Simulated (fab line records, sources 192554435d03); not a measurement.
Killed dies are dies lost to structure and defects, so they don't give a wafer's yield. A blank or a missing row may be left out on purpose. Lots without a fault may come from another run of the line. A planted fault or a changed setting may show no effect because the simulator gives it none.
Which tool did it? | flow n5_finfet | 10 lots, 30 wafers sampled, at 2 steps of a route of 1938

WHAT THE GAUGES READ, wafer by wafer
N5_BEOL_M8_CD_MEAS_11: target cd 38.5 nm.
lot  | measured     | on        | cd_nm (nm)
L421 | day 8 20:23  | cd_sem-02 | 37.4 37.9 37.8
L422 | day 9 09:08  | cd_sem-01 | 38.5 38.8 39.1
L425 | day 9 16:17  | cd_sem-02 | 38.3 37.8 38.1
L423 | day 9 22:21  | cd_sem-01 | 37.9 37.4 38.3
L426 | day 10 02:14 | cd_sem-02 | 38.9 39.5 39.2
L430 | day 10 21:01 | cd_sem-01 | 38.8 38.6 37.7
L431 | day 11 07:13 | cd_sem-01 | 38.6 37.7 37.1
L437 | day 13 05:57 | cd_sem-01 | 38.2 39.3 38.5
L439 | day 13 21:16 | cd_sem-01 | 39.2 38.6 38.7
L444 | day 15 07:43 | cd_sem-03 | 38.0 38.2 38.1

N5_BEOL_M8_INSPECT_30: inspects for defects (brightfield).
lot  | measured     | on                | raw_defect_count
L421 | day 8 23:41  | defect_inspect-01 | 375 215 294
L422 | day 9 10:50  | defect_inspect-02 | 613 632 544
L425 | day 9 18:02  | defect_inspect-02 | 417 351 463
L423 | day 10 00:46 | defect_inspect-02 | 435 536 468
L426 | day 10 04:07 | defect_inspect-01 | 266 504 432
L430 | day 10 23:11 | defect_inspect-01 | 247 290 350
L431 | day 11 09:50 | defect_inspect-01 | 257 299 216
L437 | day 13 11:32 | defect_inspect-02 | 535 407 372
L439 | day 14 02:38 | defect_inspect-01 | 433 373 364
L444 | day 15 08:57 | defect_inspect-01 | 349 356 259

WHICH TOOL RAN EACH LOT (tool, then ch and the chambers of the sampled wafers, then the start)
The record holds no process step before these readings.

WHAT THE TOOLS THEMSELVES READ (means of the sampled wafers that have a number; where no wafer has one, the mark that the record gives instead)
The record holds no such reading with a usual standard deviation.

THE ANSWER, worked out from the rows above alone
Rule: what is usual is taken from the lots themselves. Put in order of their means at a reading, lots are off if they are a third of the lots or fewer, leave a main group of 4 or more, and stand apart from it by a gap of 3 or more times the standard deviation of the main group's means; of several such gaps the widest counts. A main group whose means are all the same, to the digits that the tables above print for the reading, isn't used. A lot without any number at a reading at which 4 lots or more have one is off too. The other lots that the step has rows for count as sound. The gauges are gone through in route order, then the tools' own readings, and for those a lot's mean is taken as printed above. The first step at which some lot is off is used, and at that step the reading that is off furthest; a lot without a number counts as furthest.
No lot is off at any reading shown: from this, nothing can be told.

WHAT THE SIMULATOR HAD PUT IN
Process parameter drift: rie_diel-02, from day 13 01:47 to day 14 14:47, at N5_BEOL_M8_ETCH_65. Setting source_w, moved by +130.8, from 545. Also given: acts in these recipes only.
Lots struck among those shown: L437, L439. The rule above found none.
